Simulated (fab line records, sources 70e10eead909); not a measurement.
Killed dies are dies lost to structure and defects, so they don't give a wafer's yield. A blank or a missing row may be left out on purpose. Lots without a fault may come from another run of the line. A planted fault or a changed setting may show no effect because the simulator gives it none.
fab line records | flow nand_harc
record lots=6 wafers=18 last_day=22
route steps=1159 shown A_CONTACT@862 END@1159
lots that met no fault: from a run of the same line without faults
start_h: hours from the record's first day to the start of the lot's first wafer shown | wait_h: hours since the lot's step before | " the same as in the row above | L1.1+2: a row that stands for several wafers | - no value, or no start given | * or withheld: withheld | < > ~ a bound
route shown NAME@n: a module of which the file shows steps, and the number in the route of the first | usual: mean/standard deviation of fault-free wafers | same: alike in all rows | chamber/n: place in a boat | sites: the reading at each site | _std_site: their standard deviation | _edge_site: outer sites' mean less inner sites' | radius_mm: how far each site lies from the wafer's centre | mask NAME#n: copy n | behind: the tool/chamber that last shaped the wafer | hold: why the lot was held/for how many hours/how that ended | device: the transistor (n, p or np) that didn't switch | end of line: the same wafers' tests at the end of the route | a step without rows: its recipe alone | killed: dies lost to structure and defects at the first sort, not the wafer's yield | map: a wafer's dies, x killed, . not, _ none there
set.NAME: the setting as run; set.NAME@STEP: as run at that earlier step | model.NAME: the simulator's own value behind a step, which no gauge read
lots at some steps of the route; a table a step, a row a wafer
services: from which hour (start_h, from the record's first day; less than 0 if before it) a tool's chamber was out of use, for how many hours, and why
## steps
# step NHARC_A_CONTACT_ETCH_111
# recipe source_w=withheld pressure_mtorr=20 bias_v=withheld time_s=140 target_depth_a=7000 ar_flow_sccm=withheld c4f8_flow_sccm=withheld o2_flow_sccm=withheld chemistry=C4F8/O2/Ar
# step NHARC_A_CONTACT_ETCH_112
# recipe source_w=withheld pressure_mtorr=20 bias_v=3000 time_s=94 target_depth_a=9220 ar_flow_sccm=withheld c4f8_flow_sccm=withheld o2_flow_sccm=withheld chemistry=C4F8/O2/Ar
# step NHARC_A_CONTACT_ETCH_113
# recipe source_w=withheld pressure_mtorr=20 bias_v=3000 time_s=94 target_depth_a=9220 ar_flow_sccm=withheld c4f8_flow_sccm=withheld o2_flow_sccm=withheld chemistry=C4F8/O2/Ar
# usual chamber_pressure_mTorr=20.001/0.021
# columns lot.wafer tool chamber start_h wait_h chamber_pressure_mTorr rf_hours_counter_h
L229.1 har_cap_etch-02 1 380.97 0.1 19.989 9
L229.5 " 0 " " 19.978 -
L229.6 " 1 " " 19.989 -
L233.1 har_cap_etch-03 0 395.31 0.1 20.024 89
L233.6 " 0 " " 19.988 -
L233.5 " 1 " " 19.977 -
L235.1 har_cap_etch-02 0 416.50 0.1 19.967 17
L235.4 " 0 " " 19.989 -
L235.5 " 0 " " 20.027 -
L238.2 har_cap_etch-01 1 427.43 0.1 19.990 65
L238.3 " 1 " " 19.997 -
L238.4 " 0 " " 19.994 -
L244.2 har_cap_etch-02 0 457.49 0.1 20.024 24
L244.4 " 1 " " 19.973 -
L244.5 " 0 " " 19.982 -
L249.4 har_cap_etch-02 1 471.44 0.1 19.990 -
L249.5 " 0 " " 19.987 -
L249.6 " 1 " " 19.994 -
# step NHARC_A_CONTACT_ETCH_114
# recipe source_w=withheld pressure_mtorr=20 bias_v=3000 time_s=94 target_depth_a=9220 ar_flow_sccm=withheld c4f8_flow_sccm=withheld o2_flow_sccm=withheld chemistry=C4F8/O2/Ar
# step NHARC_A_CONTACT_ETCH_115
# recipe source_w=withheld pressure_mtorr=20 bias_v=3000 time_s=94 target_depth_a=9220 ar_flow_sccm=withheld c4f8_flow_sccm=withheld o2_flow_sccm=withheld chemistry=C4F8/O2/Ar
# usual chamber_pressure_mTorr=20.000/0.02
# columns lot.wafer tool chamber start_h wait_h chamber_pressure_mTorr rf_hours_counter_h
L229.1 har_cap_etch-02 1 381.16 0.1 19.973 10
L229.5 " 0 " " 20.013 -
L229.6 " 1 " " 20.002 -
L233.1 har_cap_etch-03 0 395.49 0.1 20.020 89
L233.6 " 0 " " 19.975 -
L233.5 " 1 " " 20.025 -
L235.1 har_cap_etch-02 0 416.68 0.1 20.012 17
L235.4 " 0 " " 19.965 -
L235.5 " 0 " " 20.008 -
L238.2 har_cap_etch-01 1 427.61 0.1 19.985 65
L238.3 " 1 " " 20.010 -
L238.4 " 0 " " 20.024 -
L244.2 har_cap_etch-02 0 457.67 0.1 20.012 24
L244.4 " 1 " " 20.009 -
L244.5 " 0 " " 20.007 -
L249.4 har_cap_etch-02 1 471.62 0.1 20.025 -
L249.5 " 0 " " 19.975 -
L249.6 " 1 " " 19.984 -
# step NHARC_A_CONTACT_ETCH_116
# recipe source_w=withheld pressure_mtorr=20 bias_v=3000 time_s=94 target_depth_a=9220 ar_flow_sccm=withheld c4f8_flow_sccm=withheld o2_flow_sccm=withheld chemistry=C4F8/O2/Ar
# step NHARC_A_CONTACT_ETCH_117
# recipe source_w=withheld pressure_mtorr=20 bias_v=3000 time_s=94 target_depth_a=9220 ar_flow_sccm=withheld c4f8_flow_sccm=withheld o2_flow_sccm=withheld chemistry=C4F8/O2/Ar
# usual chamber_pressure_mTorr=20.001/0.019
# columns lot.wafer tool chamber start_h wait_h chamber_pressure_mTorr rf_hours_counter_h
L229.1 har_cap_etch-02 1 381.34 0.1 20.016 10
L229.5 " 0 " " 19.991 -
L229.6 " 1 " " 19.983 -
L233.1 har_cap_etch-03 0 395.67 0.1 19.993 89
L233.6 " 0 " " 20.001 -
L233.5 " 1 " " 19.988 -
L235.1 har_cap_etch-02 0 416.86 0.1 19.982 17
L235.4 " 0 " " 19.992 -
L235.5 " 0 " " 20.019 -
L238.2 har_cap_etch-01 1 427.79 0.1 19.999 66
L238.3 " 1 " " 19.990 -
L238.4 " 0 " " 19.968 -
L244.2 har_cap_etch-02 0 457.85 0.1 19.987 24
L244.4 " 1 " " 19.992 -
L244.5 " 0 " " 20.043 -
L249.4 har_cap_etch-02 1 471.80 0.1 20.032 -
L249.5 " 0 " " 19.997 -
L249.6 " 1 " " 20.029 -
# step NHARC_A_CONTACT_ETCH_118
# recipe source_w=withheld pressure_mtorr=20 bias_v=3000 time_s=94 target_depth_a=9220 ar_flow_sccm=withheld c4f8_flow_sccm=withheld o2_flow_sccm=withheld chemistry=C4F8/O2/Ar
# step NHARC_A_CONTACT_ETCH_119
# recipe source_w=withheld pressure_mtorr=20 bias_v=3000 time_s=94 target_depth_a=9220 ar_flow_sccm=withheld c4f8_flow_sccm=withheld o2_flow_sccm=withheld chemistry=C4F8/O2/Ar
# step NHARC_A_CONTACT_ETCH_120
# recipe source_w=withheld pressure_mtorr=20 bias_v=3000 time_s=94 target_depth_a=9220 ar_flow_sccm=withheld c4f8_flow_sccm=withheld o2_flow_sccm=withheld chemistry=C4F8/O2/Ar
# step NHARC_A_CONTACT_ETCH_121
# recipe source_w=withheld pressure_mtorr=20 bias_v=3000 time_s=94 target_depth_a=9220 ar_flow_sccm=withheld c4f8_flow_sccm=withheld o2_flow_sccm=withheld chemistry=C4F8/O2/Ar
# step NHARC_A_CONTACT_ETCH_122
# recipe source_w=withheld pressure_mtorr=20 bias_v=3000 time_s=95 target_depth_a=9300 ar_flow_sccm=withheld c4f8_flow_sccm=withheld o2_flow_sccm=withheld chemistry=C4F8/O2/Ar
# usual chamber_pressure_mTorr=19.998/0.017
# columns lot.wafer tool chamber start_h wait_h chamber_pressure_mTorr rf_hours_counter_h
L229.1 har_cap_etch-02 1 381.79 0.1 20.005 10
L229.5 " 0 " " 19.983 -
L229.6 " 1 " " 20.008 -
L233.1 har_cap_etch-03 0 396.13 0.1 19.977 89
L233.6 " 0 " " 19.995 -
L233.5 " 1 " " 20.012 -
L235.1 har_cap_etch-02 0 417.32 0.1 19.998 17
L235.4 " 0 " " 20.004 -
L235.5 " 0 " " 19.992 -
L238.2 har_cap_etch-01 1 428.24 0.1 19.977 66
L238.3 " 1 " " 20.024 -
L238.4 " 0 " " 20.022 -
L244.2 har_cap_etch-02 0 458.31 0.1 19.965 24
L244.4 " 1 " " 19.993 -
L244.5 " 0 " " 20.013 -
L249.4 har_cap_etch-02 1 472.25 0.1 20.006 -
L249.5 " 0 " " 19.984 -
L249.6 " 1 " " 20.006 -
# step NHARC_A_CONTACT_ETCH_123
# recipe source_w=withheld pressure_mtorr=20 bias_v=400 time_s=253 target_depth_a=10900 ar_flow_sccm=withheld c4f8_flow_sccm=11.5 o2_flow_sccm=7.2 chemistry=C4F8/O2/Ar
# usual chamber_pressure_mTorr=20.003/0.02
# columns lot.wafer tool chamber start_h wait_h chamber_pressure_mTorr rf_hours_counter_h
L229.1 har_cap_etch-02 1 381.92 0.1 20.025 10
L229.5 " 0 " " 20.031 -
L229.6 " 1 " " 20.036 -
L233.1 har_cap_etch-03 0 396.22 0.1 19.994 89
L233.6 " 0 " " 20.016 -
L233.5 " 1 " " 20.000 -
L235.1 har_cap_etch-02 0 417.41 0.1 20.040 17
L235.4 " 0 " " 19.970 -
L235.5 " 0 " " 20.000 -
L238.2 har_cap_etch-01 1 428.33 0.1 20.023 66
L238.3 " 1 " " 19.994 -
L238.4 " 0 " " 19.997 -
L244.2 har_cap_etch-02 0 458.40 0.1 20.010 25
L244.4 " 1 " " 19.985 -
L244.5 " 0 " " 20.000 -
L249.4 har_cap_etch-02 1 472.46 0.2 19.981 -
L249.5 " 0 " " 20.005 -
L249.6 " 1 " " 19.977 -
# step NHARC_A_CONTACT_ETCH_90
# recipe target_depth_a=400 over_etch_frac=0.5 time_s=85.7 ion_energy_ev=120 ch3f_flow_sccm=50 o2_flow_sccm=30 ar_flow_sccm=200 rf_w=500 bias_w=100 chemistry=CH3F/O2
# usual chamber_pressure_mTorr=24.998/0.024 drypump_motor_current_A=5.97/0.21 oes_product_au=0.95/0.035 rf_fwd_power_W=496.8/1.7 rf_vpp_V=244.0/1.7 showerhead_plenum_p_Torr=2.43/0.11 throttle_valve_pct=20.663/0.0096
# columns lot.wafer tool chamber start_h wait_h chamber_pressure_mTorr drypump_motor_current_A oes_product_au rf_fwd_power_W rf_hours_counter_h rf_vpp_V showerhead_plenum_p_Torr throttle_valve_pct
L229.1 rie_diel-02 0 382.47 0.5 24.994 6.01 0.93 496.8 5 244.2 2.42 20.671
L229.5 " 0 " " 25.013 6.00 0.93 498.9 - 245.4 2.42 20.649
L229.6 " 1 " " 25.011 6.23 0.94 500.0 - 246.8 2.59 20.670
L233.1 rie_diel-12 2 396.83 0.6 25.016 5.57 1.00 496.7 2 243.3 2.42 20.658
L233.6 " 1 " " 25.022 5.80 1.00 498.3 - 242.7 2.30 20.676
L233.5 " 2 " " 25.023 5.57 1.00 494.4 - 244.9 2.43 20.652
L235.4 rie_diel-12 3 418.01 0.4 24.985 6.20 1.00 497.3 9 245.9 2.55 20.655
L235.1 " 1 " " 24.971 5.80 0.98 497.4 3 242.5 2.30 20.654
L235.5 " 3 " " 25.018 6.19 1.00 495.1 - 245.5 2.55 20.658
L238.2 rie_diel-02 3 428.93 0.6 24.985 6.02 0.98 496.2 18 241.5 2.37 20.661
L238.3 " 0 " " 24.997 6.05 1.00 497.1 13 243.2 2.42 20.679
L238.4 " 0 " " 25.017 6.03 1.01 496.2 - 245.4 2.42 20.679
L244.4 rie_diel-01 1 459.10 0.5 25.015 6.10 0.92 493.9 52 244.9 2.53 20.651
L244.2 " 2 " " 25.038 5.72 0.93 494.0 55 241.5 2.29 20.669
L244.5 " 0 " " 24.964 5.71 0.94 495.3 - 241.6 2.28 20.654
L249.4 rie_diel-01 3 472.95 0.4 25.000 5.56 0.93 499.2 62 245.2 2.61 20.655
L249.5 " 0 " " 24.968 5.72 0.93 497.9 - 242.1 2.28 20.664
L249.6 " 1 " " 24.943 6.12 0.92 495.5 - 246.6 2.53 20.668
# step NHARC_A_CONTACT_ETCH_96
# recipe target_depth_a=200 over_etch_frac=0.5 time_s=10 ion_energy_ev=250 c4f6_flow_sccm=25 o2_flow_sccm=20 ar_flow_sccm=500 rf_w=600 bias_w=500 chemistry=C4F6/O2
# step NHARC_A_CONTACT_CD_MEAS_53
# usual cd_nm=189.5/0.85
# columns lot.wafer tool chamber start_h wait_h cd_nm
L229.1 cd_sem-01 - 382.69 - 190.6
L229.5 " - " " 191.0
L229.6 " - " " 189.9
L233.1 cd_sem-01 - 397.03 - 190.5
L233.5 " - " " 190.4
L233.6 " - " " 190.9
L235.1 cd_sem-02 - 418.23 - 188.9
L235.4 " - " " 188.9
L235.5 " - " " 188.6
L238.2 cd_sem-02 - 429.23 - 188.6
L238.3 " - " " 189.5
L238.4 " - " " 189.5
L244.2 cd_sem-02 - 459.33 - 190.0
L244.4 " - " " 189.6
L244.5 " - " " 190.0
L249.4 cd_sem-02 - 473.13 - 188.4
L249.5 " - " " 189.0
L249.6 " - " " 188.5
# step NHARC_A_CONTACT_STRIP_99
# recipe n2_flow_sccm=150 h2_flow_sccm=150 ar_flow_sccm=0 bias_w=0 chemistry=N2/H2
# step NHARC_A_CONTACT_STRIP_100
# recipe cf4_flow_sccm=100 chf3_flow_sccm=30 ar_flow_sccm=0 bias_w=0 chemistry=CF4/CHF3
# step NHARC_A_CONTACT_STRIP_101
# recipe o2_flow_sccm=400 cos_flow_sccm=20 ar_flow_sccm=0 bias_w=0 chemistry=O2/COS
# step NHARC_A_CONTACT_ETCH_102
# recipe target_depth_a=700 overetch_a=70 time_s=38.5 ion_energy_ev=100 cf4_flow_sccm=80 o2_flow_sccm=20 ar_flow_sccm=0 rf_w=300 bias_w=100 chemistry=CF4/O2
# step NHARC_A_CONTACT_STRIP_55
# recipe o2_flow_sccm=500 ar_flow_sccm=0 bias_w=0 chemistry=O2
# step NHARC_A_CONTACT_STRIP_56
# recipe time_s=600 temp_c=30 chemistry=post_etch_residue_remover
# step NHARC_A_CONTACT_DEP_57
# recipe target_thk_a=28000 temp_c=400 material=aC
# step NHARC_A_CONTACT_DEP_58
# recipe target_thk_a=600 target_thk_nm=60 temp_c=400 pressure_torr=3.5 flow_sccm=200 rf_w=350 material=SiON
# step NHARC_A_CONTACT_DEHYDRATE_59
# recipe temp_c=150 time_s=120
# step NHARC_A_CONTACT_HMDS_60
# recipe time_s=30
# step NHARC_A_CONTACT_COAT_61
# recipe temp_c=260 time_s=75
# step NHARC_A_CONTACT_COAT_62
# recipe temp_c=225 time_s=65
# step NHARC_A_CONTACT_COAT_63
# recipe spin_rpm=1500 resist_thk_nm=90
# step NHARC_A_CONTACT_SOFTBAKE_64
# recipe temp_c=105 time_s=55
# step NHARC_A_CONTACT_EBR_65
# step NHARC_A_CONTACT_EXPOSE_66
# recipe na=1.35 sigma_outer=0.8 dose_mj=59.02 mask_id=A_CC_2
# step NHARC_A_CONTACT_PEB_67
# recipe peb_temp_c=100 peb_time_s=65
# step NHARC_A_CONTACT_DEVELOP_68
# recipe develop_time_s=35 dev_temp_c=23
# step NHARC_A_CONTACT_CD_MEAS_69
# recipe target_cd_nm=200 landing_energy_ev=500
# usual cd_nm=199.9/0.49
# columns lot.wafer tool chamber start_h wait_h cd_nm
L229.1 cd_sem-02 0 386.12 - 200.5
L229.5 " 0 " " 200.4
L229.6 " 0 " " 199.8
L233.1 cd_sem-03 0 400.46 - 199.7
L233.5 " 0 " " 199.9
L233.6 " 0 " " 199.2
L235.1 cd_sem-02 0 421.76 - 200.2
L235.4 " 0 " " 200.2
L235.5 " 0 " " 199.9
L238.2 cd_sem-02 0 432.95 - 199.5
L238.3 " 0 " " 199.6
L238.4 " 0 " " 199.1
L244.2 cd_sem-01 0 462.74 - 199.9
L244.4 " 0 " " 200.7
L244.5 " 0 " " 200.4
L249.4 cd_sem-03 0 477.30 - 200.7
L249.5 " 0 " " 200.2
L249.6 " 0 " " 200.3
# step NHARC_A_CONTACT_OVL_MEAS_70
# usual overlay_x_nm=-0.1/0.8 overlay_y_nm=0.1/0.8
# columns lot.wafer tool chamber start_h wait_h overlay_x_nm overlay_y_nm
L229.1 overlay-02 - 386.21 - -1.7 0.9
L229.5 " - " " -1.5 0.7
L229.6 " - " " -1.4 0.1
L233.1 overlay-01 - 400.55 - 0.2 0.8
L233.5 " - " " 0.1 0.7
L233.6 " - " " -0.5 0.7
L235.1 overlay-01 - 421.85 - 1.3 -0.2
L235.4 " - " " 1.5 -0.9
L235.5 " - " " 1.3 -0.4
L238.2 overlay-02 - 433.05 - 1.0 -0.8
L238.3 " - " " 1.3 -1.6
L238.4 " - " " 1.3 -0.9
L244.2 overlay-01 - 462.83 - 0.2 1.5
L244.4 " - " " -0.1 1.5
L244.5 " - " " -0.4 1.5
L249.4 overlay-01 - 477.38 - 1.7 0.6
L249.5 " - " " 1.2 -0.3
L249.6 " - " " 1.3 -0.1
# step NHARC_A_CONTACT_DESCUM_74
# recipe time_s=3 o2_flow_sccm=200 ar_flow_sccm=0 bias_power_w=0 chemistry=O2
# step NHARC_A_CONTACT_ETCH_75
# recipe target_depth_a=390 over_etch_frac=0.3 time_s=65 ion_energy_ev=80 cf4_flow_sccm=150 ar_flow_sccm=0 rf_w=300 bias_w=100 chemistry=CF4
# step NHARC_A_CONTACT_ETCH_76
# recipe target_depth_a=2600 over_etch_frac=0.3 time_s=475.3 ion_energy_ev=200 n2_flow_sccm=150 h2_flow_sccm=150 ar_flow_sccm=0 rf_w=400 bias_w=150 chemistry=N2/H2
# step NHARC_A_CONTACT_ETCH_77
# recipe target_depth_a=726 time_s=36.3 cf4_flow_sccm=100 chf3_flow_sccm=30 ar_flow_sccm=0 rf_w=500 bias_w=200 chemistry=CF4/CHF3
# step NHARC_A_CONTACT_ETCH_78
# recipe target_depth_a=28000 over_etch_frac=0.3 time_s=728 ion_energy_ev=150 o2_flow_sccm=400 cos_flow_sccm=20 ar_flow_sccm=0 rf_w=500 bias_w=300 chemistry=O2/COS
# step NHARC_END_SORT_01
# recipe temp_c=25
# usual killed_at_array=28/10 killed_at_other=0.6/0.85 killed_at_periphery=3.3/2.3 killed_dies=32/11 killed_open=3.3/1.5 killed_short=2.1/1.4
# same gross_dies=677
# columns lot.wafer tool chamber start_h wait_h killed_at_array killed_at_other killed_at_periphery killed_dies killed_open killed_short
L229.1 prober-01 0 458.46 2.5 22 0 3 25 3 1
L229.5 prober-01 0 461.65 3.7 16 2 1 19 2 0
L229.6 prober-01 0 462.45 4.0 23 1 2 26 4 2
L233.1 prober-02 0 466.30 2.5 28 0 4 32 4 3
L233.5 prober-02 0 469.48 3.7 23 0 3 26 2 2
L233.6 prober-02 0 470.28 4.0 25 0 7 32 3 3
L235.1 prober-02 0 489.57 2.5 21 0 2 23 2 3
L235.4 prober-02 0 491.98 3.4 27 0 6 33 4 3
L235.5 prober-02 0 492.78 3.7 18 1 9 28 4 5
L238.2 prober-02 0 498.19 2.8 27 0 5 32 3 4
L238.3 prober-02 0 499.01 3.1 27 1 2 30 3 4
L238.4 prober-02 0 499.83 3.4 32 0 3 35 4 3
L244.2 prober-02 0 536.85 2.8 77 0 3 80 1 0
L244.4 prober-02 0 538.43 3.4 37 1 1 39 3 1
L244.5 prober-02 0 539.22 3.7 79 0 0 79 3 3
L249.4 prober-01 0 538.40 3.4 32 1 4 37 5 0
L249.5 prober-01 0 539.19 3.7 91 1 2 94 4 2
L249.6 prober-01 0 539.99 4.0 35 0 2 37 7 1
# killed by level:class
L229.1 A_STAIRCASE:chamber_film_flake=6 A_CHANNEL_HOLE_D1:chamber_film_flake=5 A_CONTACT:geometric_particle:open=2 A_SLIT:chamber_film_flake=2 P_M2:geometric_particle:open=1 A_WL_FILL:geometric_particle:short=1 P_ZERO_WELL:chamber_film_flake=1 P_GATE:chamber_film_flake=1
L229.5 A_STAIRCASE:chamber_film_flake=9 A_CHANNEL_HOLE_D1:chamber_film_flake=3 THIN_TSV:chamber_film_flake=2 A_WL_FILL:geometric_particle:open=1 A_CONTACT:geometric_particle:open=1 P_ZERO_WELL:chamber_film_flake=1 A_CHANNEL_FILL_D1:chamber_film_flake=1 A_CONTACT:chamber_film_flake=1
L229.6 A_CHANNEL_FILL_D1:chamber_film_flake=5 A_STAIRCASE:chamber_film_flake=4 A_CHANNEL_HOLE_D1:chamber_film_flake=3 A_CONTACT:chamber_film_flake=3 A_STAIRCASE:geometric_particle:open=1 A_WL_FILL:geometric_particle:short=1 A_CONTACT:geometric_particle:short=1 A_BLC:geometric_particle:open=1
L233.1 A_SLIT:chamber_film_flake=8 A_STAIRCASE:chamber_film_flake=5 A_CONTACT:chamber_film_flake=4 A_CHANNEL_HOLE_D1:chamber_film_flake=2 A_WL_FILL:geometric_particle:short=2 P_STI:chamber_film_flake=2 P_M2:chamber_film_flake=2 A_WL_FILL:chamber_film_flake=2
L233.5 A_SLIT:chamber_film_flake=11 A_CHANNEL_HOLE_D1:chamber_film_flake=4 A_STAIRCASE:chamber_film_flake=2 A_CONTACT:chamber_film_flake=2 P_M0:geometric_particle:open=1 A_ONON_D1:geometric_particle:short=1 A_CHANNEL_FILL_D1:geometric_particle:short=1 A_CONTACT:geometric_particle:open=1
L233.6 A_SLIT:chamber_film_flake=13 A_CONTACT:chamber_film_flake=6 P_M2:chamber_film_flake=3 P_CONTACT:geometric_particle:open=2 P_M0:geometric_particle:open=1 A_ONON_D1:geometric_particle:short=1 A_CHANNEL_HOLE_D1:geometric_particle:short=1 A_WL_FILL:geometric_particle:short=1
L235.1 A_CHANNEL_HOLE_D1:chamber_film_flake=12 A_STAIRCASE:chamber_film_flake=3 A_CHANNEL_HOLE_D1:geometric_particle:short=1 A_SGD_CUT:geometric_particle:short=1 A_WL_FILL:geometric_particle:open=1 A_CONTACT:geometric_particle:open=1 A_BLC:geometric_particle:short=1 P_GATE:chamber_film_flake=1
L235.4 A_CHANNEL_HOLE_D1:chamber_film_flake=13 A_STAIRCASE:chamber_film_flake=5 P_M2:chamber_film_flake=3 A_CONTACT:geometric_particle:open=2 P_GATE:chamber_film_flake=2 A_WL_FILL:chamber_film_flake=2 A_CHANNEL_FILL_D1:geometric_particle:short=1 A_SGD_CUT:geometric_particle:short=1
L235.5 A_CHANNEL_HOLE_D1:chamber_film_flake=10 P_M2:chamber_film_flake=7 A_CHANNEL_FILL_D1:geometric_particle:short=2 P_GATE:geometric_particle:open=1 P_M2:geometric_particle:short=1 A_SOURCE_PLATE:geometric_particle:open=1 A_ONON_D1:geometric_particle:short=1 A_WL_FILL:geometric_particle:short=1
L238.2 A_CHANNEL_HOLE_D1:chamber_film_flake=11 P_GATE:chamber_film_flake=4 A_WL_FILL:chamber_film_flake=4 A_CONTACT:chamber_film_flake=3 A_M0:geometric_particle:open=2 A_STAIRCASE:chamber_film_flake=2 P_CONTACT:geometric_particle:short=1 A_CHANNEL_HOLE_D1:geometric_particle:short=1
L238.3 A_CHANNEL_HOLE_D1:chamber_film_flake=11 A_WL_FILL:chamber_film_flake=5 A_CONTACT:chamber_film_flake=3 A_STAIRCASE:chamber_film_flake=2 P_CONTACT:geometric_particle:open=1 P_BONDPAD:geometric_particle:open=1 A_ONON_D1:geometric_particle:short=1 A_SGD_CUT:geometric_particle:short=1
L238.4 A_CHANNEL_HOLE_D1:chamber_film_flake=16 A_STAIRCASE:chamber_film_flake=3 A_WL_FILL:chamber_film_flake=3 A_CHANNEL_FILL_D1:geometric_particle:open=2 P_GATE:chamber_film_flake=2 A_CONTACT:chamber_film_flake=2 P_GATE:geometric_particle:short=1 A_CHANNEL_HOLE_D1:geometric_particle:short=1
L244.2 A_CONTACT:unspecified=53 A_SLIT:chamber_film_flake=16 A_BONDPAD:chamber_film_flake=3 P_BONDPAD:chamber_film_flake=2 A_CHANNEL_HOLE_D1:chamber_film_flake=2 A_WL_FILL:geometric_particle:open=1 P_M1:chamber_film_flake=1 A_ZERO_WELL:chamber_film_flake=1
L249.4 A_CHANNEL_HOLE_D1:chamber_film_flake=21 A_CONTACT:chamber_film_flake=3 P_GATE:geometric_particle:open=2 A_CHANNEL_FILL_D1:chamber_film_flake=2 A_STAIRCASE:chamber_film_flake=2 P_M0:geometric_particle:open=1 A_CHANNEL_FILL_D1:geometric_particle:open=1 A_M0:geometric_particle:open=1
L244.4 A_SLIT:chamber_film_flake=17 A_CHANNEL_HOLE_D1:chamber_film_flake=5 A_BONDPAD:chamber_film_flake=4 A_WL_FILL:chamber_film_flake=3 A_CONTACT:chamber_film_flake=2 P_M0:geometric_particle:open=1 A_ONON_D1:geometric_particle:open=1 A_CONTACT:geometric_particle:short=1
L249.5 A_CONTACT:unspecified=54 A_CHANNEL_HOLE_D1:chamber_film_flake=25 A_CONTACT:chamber_film_flake=5 A_CHANNEL_FILL_D1:geometric_particle:open=2 A_CONTACT:geometric_particle:open=2 A_ONON_D1:geometric_particle:short=1 A_CHANNEL_HOLE_D1:geometric_particle:short=1 P_GATE:chamber_film_flake=1
L244.5 A_CONTACT:unspecified=51 A_SLIT:chamber_film_flake=14 A_CHANNEL_HOLE_D1:chamber_film_flake=3 A_SOURCE_PLATE:geometric_particle:short=2 A_CHANNEL_FILL_D1:geometric_particle:open=2 A_CONTACT:chamber_film_flake=2 A_BLC:geometric_particle:short=1 A_M0:geometric_particle:open=1
L249.6 A_CHANNEL_HOLE_D1:chamber_film_flake=21 A_CONTACT:chamber_film_flake=4 A_CHANNEL_FILL_D1:geometric_particle:open=2 A_CONTACT:geometric_particle:open=2 A_STAIRCASE:chamber_film_flake=2 P_GATE:geometric_particle:open=1 P_M0:geometric_particle:open=1 A_WL_FILL:geometric_particle:short=1
# map L244.2 (x killed, . not)
____________x____________
_________.....x._________
_______..........._______
______.............______
_____..............._____
____..........xx.....____
____.................____
___............x......___
___...................___
__...x.................__
__.....................__
_......................._
_..................x...._
_......................._
_.........xxxx.........._
_......x..x............._
.........................
........x..x...x.........
...........x.............
........xx.xx.....x......
..........x.x............
_.........x............._
_......................._
_......................._
_......................._
_......................._
__..................x..__
__.....................__
___.....x..x.xx..x....___
___..........xxxx.x...___
____........xxxxxx...____
____.......xxxxxxx...____
_____......xxxxxxxxx_____
______.....xxxxxxxx______
_______...xxxxxxxx_______
_________..xxxxx_________
____________x____________
# map L249.5 (x killed, . not)
____________.____________
_________......._________
_______..........._______
______.............______
_____..............._____
____...xx............____
____.................____
___...................___
___..................x___
__.....................__
__.............x.......__
_......................._
_..............x.......x_
_...........x..........._
_.........xxx..xx......._
_...........x..x........_
...x.......x.xx.x........
...........x.xx..........
xx.........xxxx...x......
x....x.......xx..........
............x.x..........
_...........x.x........._
_......................._
_......................._
_......................._
_......................._
__.....................__
__.....................__
___.........x..x......___
___......x...xxx......___
____.......xxxxxxx...____
____.....xxxxxxxxxx..____
_____.....xxxxxxxxx._____
______...xxxxxxxxxx______
_______...xxxxxxxx_______
_________.xxxxxx_________
____________x____________
## services
# columns tool chamber start_h hours kind
rie_diel-12 0 358.41 - clean
rie_diel-12 1 358.41 - clean
rie_diel-12 2 358.41 - clean
rie_diel-12 3 358.41 - clean
rie_diel-02 0 361.28 - clean
rie_diel-02 1 361.28 - clean
rie_diel-02 2 361.28 - clean
rie_diel-02 3 361.28 - clean
rie_diel-01 0 372.83 - clean
rie_diel-01 1 372.83 - clean
rie_diel-01 2 372.83 - clean
rie_diel-01 3 372.83 - clean
rie_diel-12 - 380.36 9.0 pm
rie_diel-12 0 380.36 9.0 vent_cycle
rie_diel-12 1 380.36 9.0 vent_cycle
rie_diel-12 2 380.36 9.0 vent_cycle
rie_diel-12 3 380.36 9.0 vent_cycle
rie_diel-02 0 385.83 - clean
rie_diel-02 1 385.83 - clean
rie_diel-02 2 385.83 - clean
rie_diel-12 1 404.57 12.5 repair
rie_diel-02 2 421.46 9.2 repair
rie_diel-02 3 431.41 25.1 repair
rie_diel-01 - 465.37 0.4 repair
## key
first_sign step=NHARC_END_SORT_01 reading=killed_at_array direction=up sigmas=5.3 usual=28 struck=82
effect step=NHARC_END_SORT_01 reading=killed_dies direction=up sigmas=4.9 usual=32 struck=84
more_kills_born_at NHARC_A_CONTACT_ETCH_123@har_cap_etch-02=158
met_at NHARC_A_CONTACT_ETCH_123
struck_wafers L244.2,L244.5,L249.5
tester_left_out L244,L249
onset_between 417.41 458.40
fault kind=chamber_particle_source tool=har_cap_etch-02 chamber=0 onset_h=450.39 steps=NHARC_A_CONTACT_ETCH_123 rate_per_visit_cm2=1.3757 end_h=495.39
# tester_left_out: of these lots the tester's yield and bins aren't shown, on N5 and GAA mostly nor the transistor test; their killed dies are dies lost to structure and defects alone, not to doping, threshold or leakage, so they don't give the yield
